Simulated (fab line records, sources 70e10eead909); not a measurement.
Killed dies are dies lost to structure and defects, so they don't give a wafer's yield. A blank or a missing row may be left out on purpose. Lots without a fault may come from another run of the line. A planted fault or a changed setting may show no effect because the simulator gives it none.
Chamber matching | flow nand_harc | NHARC_P_BONDPAD_ACTIVATE_29 on rie_diel-11: 4 sister chambers
The step chemistry N2, time 60 s. 4 wafers are shown with their chamber, then 12 later ones without.

WAFERS WITH THEIR CHAMBER
wafer  | chamber | showerhead_plenum_p_Torr (Torr)
L084.1 | 3       | 1.89
L086.2 | 2       | 1.91
L089.4 | 0       | 1.83
L089.5 | 1       | 1.70

WAFERS WITHOUT THEIR CHAMBER
wafer  | showerhead_plenum_p_Torr (Torr)
L088.3 | 1.83
L088.5 | 1.70
L088.6 | 1.91
L091.2 | 1.88
L091.3 | 1.83
L091.6 | 1.89
L095.1 | 1.91
L095.4 | 1.70
L095.5 | 1.70
L096.4 | 1.83
L096.5 | 1.88
L096.6 | 1.90

WHICH CHAMBER EACH WENT THROUGH
wafer  | from the rows above     | in truth
L088.3 | 0                       | 0
L088.5 | 1                       | 1
L088.6 | 2                       | 2
L091.2 | 3                       | 3
L091.3 | 0                       | 0
L091.6 | 3                       | 3
L095.1 | 2                       | 2
L095.4 | 1                       | 1
L095.5 | 1                       | 1
L096.4 | 0                       | 0
L096.5 | 3                       | 3
L096.6 | can't be placed: 2 or 3 | 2
Placed correctly: 11 of 12. Can't be placed from these rows: 1 (the true chamber is among the candidates in 1). Placed wrongly: 0.
How it was worked out, from the rows above alone: a wafer's distance from a chamber is the root of the sum, over the readings, of the square of ((its reading less the chamber's mean) divided by the reading's scatter). The wafer belongs to the nearest chamber; if the next one is less than 2 further off, it can't be placed. A chamber's mean is the mean of its shown wafers. The scatter: with one shown wafer a chamber, the root of the mean of the squares of how far each hidden wafer lies from its nearest shown one.
